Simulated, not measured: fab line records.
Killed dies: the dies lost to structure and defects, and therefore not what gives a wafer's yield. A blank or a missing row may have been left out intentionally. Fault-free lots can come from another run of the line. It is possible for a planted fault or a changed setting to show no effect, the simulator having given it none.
Matching of chambers -- flow n5Finfet -- N5_BEOL_M1_PECVD_72 on pecvd-01 has 3 sister chambers
The step deposits SiO2 from TEOS/O2, target thk 16 nm, time 18 s. 14 wafers are shown with their chamber, then 7 later ones without.

## EACH WAFER AND ITS CHAMBER
wafer,chamber,throttleValvePct (%),showerheadPlenumPTorr (Torr),heaterPowerW (W)
L074.1,2,20.3,8.75,634
L074.2,0,23.6,8.77,655
L074.3,1,22.4,8.85,766
L076.1,0,23.4,8.76,644
L076.4,1,22.2,8.88,759
L076.5,2,20.4,8.74,555
L077.1,2,20.5,8.77,621
L077.3,1,22.4,8.87,690
L077.5,2,20.6,8.76,601
L084.1,2,20.6,8.77,610
L084.5,1,22.5,8.87,665
L084.6,0,23.8,8.76,607
L093.3,2,20.5,8.75,657
L093.5,2,20.4,8.76,665

SIGNATURES (means of the wafers above)
reading,chamber 0,chamber 1,chamber 2,scatter within a chamber
throttleValvePct,23.600,22.375,20.471,0.135
showerheadPlenumPTorr,8.7633,8.8675,8.7571,0.0108
heaterPowerW,635.33,720.00,620.43,39.4
Rule: a wafer's distance from a chamber is the root of the sum, over the readings, of the square of ((its reading less the chamber's mean) divided by the reading's scatter). If the next closest chamber is less than 2 further off than the closest, the wafer can't be placed; otherwise it belongs to the closest. The scatter: take each reading less its chamber's mean, square it, sum over the shown wafers, divide by the number of wafers less the number of chambers, and take the root.

## WAFERS WITHOUT THEIR CHAMBER
wafer,throttleValvePct (%),showerheadPlenumPTorr (Torr),heaterPowerW (W)
L093.6,23.7,8.76,565
L095.1,20.3,8.75,591
L095.2,23.7,8.77,551
L095.4,20.4,8.74,564
L096.4,20.4,8.76,622
L096.5,20.5,8.72,624
L096.6,24.0,8.76,657

## EACH ONE'S CHAMBER
wafer,from the rows above,in truth
L093.6,0,0
L095.1,2,2
L095.2,0,0
L095.4,2,2
L096.4,2,2
L096.5,2,2
L096.6,0,0
Correctly placed: 7 of 7. From these rows, 0 cannot be placed. 0 placed wrongly.
